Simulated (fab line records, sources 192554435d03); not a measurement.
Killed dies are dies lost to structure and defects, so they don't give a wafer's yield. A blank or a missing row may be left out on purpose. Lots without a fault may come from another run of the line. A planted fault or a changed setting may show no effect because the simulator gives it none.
Chamber matching | flow n5_finfet | N5_HKMG_FIN_STRIP_57 on rie_diel-03: 4 sister chambers
The step strips in CF4. 8 wafers are shown with their chamber, then 7 later ones without.

WAFERS WITH THEIR CHAMBER
wafer  | chamber | drypump_motor_current_A (A) | throttle_valve_pct (%)
L271.6 | 1       | 5.4                         | 13.73
L274.4 | 0       | 6.1                         | 13.79
L276.3 | 3       | 6.3                         | 13.20
L282.1 | 2       | 5.4                         | 13.44
L282.3 | 0       | 6.1                         | 13.83
L282.5 | 2       | 5.4                         | 13.45
L284.3 | 1       | 5.5                         | 13.74
L284.4 | 3       | 6.3                         | 13.24

WAFERS WITHOUT THEIR CHAMBER
wafer  | drypump_motor_current_A (A) | throttle_valve_pct (%)
L284.6 | 5.5                         | 13.75
L285.1 | 6.1                         | 13.87
L285.4 | 5.5                         | 13.76
L285.6 | 5.4                         | 13.46
L289.2 | 5.4                         | 13.47
L289.5 | 5.4                         | 13.48
L289.6 | 6.3                         | 13.26

WHICH CHAMBER EACH WENT THROUGH
wafer  | from the rows above | in truth
L284.6 | 1                   | 1
L285.1 | 0                   | 0
L285.4 | 1                   | 1
L285.6 | 2                   | 2
L289.2 | 2                   | 2
L289.5 | 2                   | 2
L289.6 | 3                   | 3
Placed correctly: 7 of 7. Can't be placed from these rows: 0. Placed wrongly: 0.
How it was worked out, from the rows above alone: a wafer's distance from a chamber is the root of the sum, over the readings, of the square of ((its reading less the chamber's mean) divided by the reading's scatter). The wafer belongs to the nearest chamber; if the next one is less than 2 further off, it can't be placed. A chamber's mean is the mean of its shown wafers. The scatter: the root of (the sum of the squares of (reading less its chamber's mean) over the shown wafers, divided by (wafers less chambers)).
